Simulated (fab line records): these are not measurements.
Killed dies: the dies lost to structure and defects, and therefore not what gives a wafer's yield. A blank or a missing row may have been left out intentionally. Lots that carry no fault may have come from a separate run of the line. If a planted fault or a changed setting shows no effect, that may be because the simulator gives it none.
Which tool was responsible? || flow nandHarc || 13 lots, 39 wafers sampled, at 2 steps of a route of 1159

## WHAT EACH GAUGE READ, for each wafer
NHARC_A_CONTACT_CD_MEAS_15.
{"lot": "L949", "measured": "day 17 05:03", "on": "cdSem-02", "cdNm (nm)": "88.5 88.8 89.8"}
{"lot": "L950", "measured": "day 17 11:13", "on": "cdSem-02", "cdNm (nm)": "89.7 89.7 90.0"}
{"lot": "L952", "measured": "day 17 17:52", "on": "cdSem-02", "cdNm (nm)": "89.7 90.5 90.3"}
{"lot": "L956", "measured": "day 19 04:40", "on": "cdSem-03", "cdNm (nm)": "89.8 89.9 89.3"}
{"lot": "L966", "measured": "day 21 04:25", "on": "cdSem-01", "cdNm (nm)": "89.2 90.3 90.1"}
{"lot": "L963", "measured": "day 21 07:49", "on": "cdSem-03", "cdNm (nm)": "89.6 90.0 89.8"}
{"lot": "L965", "measured": "day 21 12:53", "on": "cdSem-02", "cdNm (nm)": "90.0 89.5 89.6"}
{"lot": "L964", "measured": "day 21 14:49", "on": "cdSem-02", "cdNm (nm)": "89.7 89.8 89.9"}
{"lot": "L967", "measured": "day 21 22:38", "on": "cdSem-03", "cdNm (nm)": "90.0 91.0 90.3"}
{"lot": "L968", "measured": "day 22 03:39", "on": "cdSem-02", "cdNm (nm)": "90.0 89.4 89.9"}
{"lot": "L969", "measured": "day 22 17:41", "on": "cdSem-03", "cdNm (nm)": "90.6 89.3 89.8"}
{"lot": "L972", "measured": "day 22 22:31", "on": "cdSem-03", "cdNm (nm)": "90.5 90.1 89.5"}
{"lot": "L971", "measured": "day 23 00:28", "on": "cdSem-03", "cdNm (nm)": "89.9 90.3 91.1"}

NHARC_A_BLC_INSPECT_12.
{"lot": "L949", "measured": "day 17 13:13", "on": "defectInspect-02", "rawDefectCount": "25 18 27"}
{"lot": "L950", "measured": "day 17 14:19", "on": "defectInspect-01", "rawDefectCount": "5 10 8"}
{"lot": "L952", "measured": "day 17 21:04", "on": "defectInspect-02", "rawDefectCount": "22 37 29"}
{"lot": "L956", "measured": "day 19 08:52", "on": "defectInspect-02", "rawDefectCount": "38 45 37"}
{"lot": "L966", "measured": "day 21 07:45", "on": "defectInspect-02", "rawDefectCount": "33 31 41"}
{"lot": "L963", "measured": "day 21 14:38", "on": "defectInspect-01", "rawDefectCount": "36 33 28"}
{"lot": "L965", "measured": "day 21 20:29", "on": "defectInspect-01", "rawDefectCount": "55 54 44"}
{"lot": "L964", "measured": "day 21 20:59", "on": "defectInspect-02", "rawDefectCount": "13 25 19"}
{"lot": "L967", "measured": "day 22 05:51", "on": "defectInspect-01", "rawDefectCount": "36 32 42"}
{"lot": "L968", "measured": "day 22 10:47", "on": "defectInspect-01", "rawDefectCount": "50 32 45"}
{"lot": "L969", "measured": "day 22 21:25", "on": "defectInspect-01", "rawDefectCount": "55 53 49"}
{"lot": "L972", "measured": "day 23 05:36", "on": "defectInspect-02", "rawDefectCount": "15 19 19"}
{"lot": "L971", "measured": "day 23 07:32", "on": "defectInspect-02", "rawDefectCount": "41 24 42"}

## EACH LOT AND THE TOOL THAT RAN IT (in order: tool; ch and the chambers of the sampled wafers; start)
There is no process step in the record ahead of these readings.

## AS READ BY THE TOOLS THEMSELVES (means over the sampled wafers that have a number; for cases with no such wafer, the mark the record gives instead)
The record holds no such reading with a usual standard deviation.

## THE ANSWER, worked out from the rows above alone
Rule: the lots themselves supply what counts as usual. Put in order of their means at a reading, lots are off if they are a third of the lots or fewer, leave a main group of 4 or more, and stand apart from it by a gap of 3 or more times the standard deviation of the main group's means; of several such gaps the widest counts. The tables above print the reading to a certain number of digits; a main group whose means all agree to those digits is not used. A lot without any number at a reading at which 4 lots or more have one is off too. The other lots that the step has rows for count as sound. After the gauges, taken in route order, come the tools' own readings; for these a lot's mean is taken, as printed above. At the first step where some lot is off, the reading lying furthest off is the one used; lots without a number count as furthest.
Nothing can be told from this: no lot is off at any reading shown.

## WHAT THE SIMULATOR HAD INSERTED
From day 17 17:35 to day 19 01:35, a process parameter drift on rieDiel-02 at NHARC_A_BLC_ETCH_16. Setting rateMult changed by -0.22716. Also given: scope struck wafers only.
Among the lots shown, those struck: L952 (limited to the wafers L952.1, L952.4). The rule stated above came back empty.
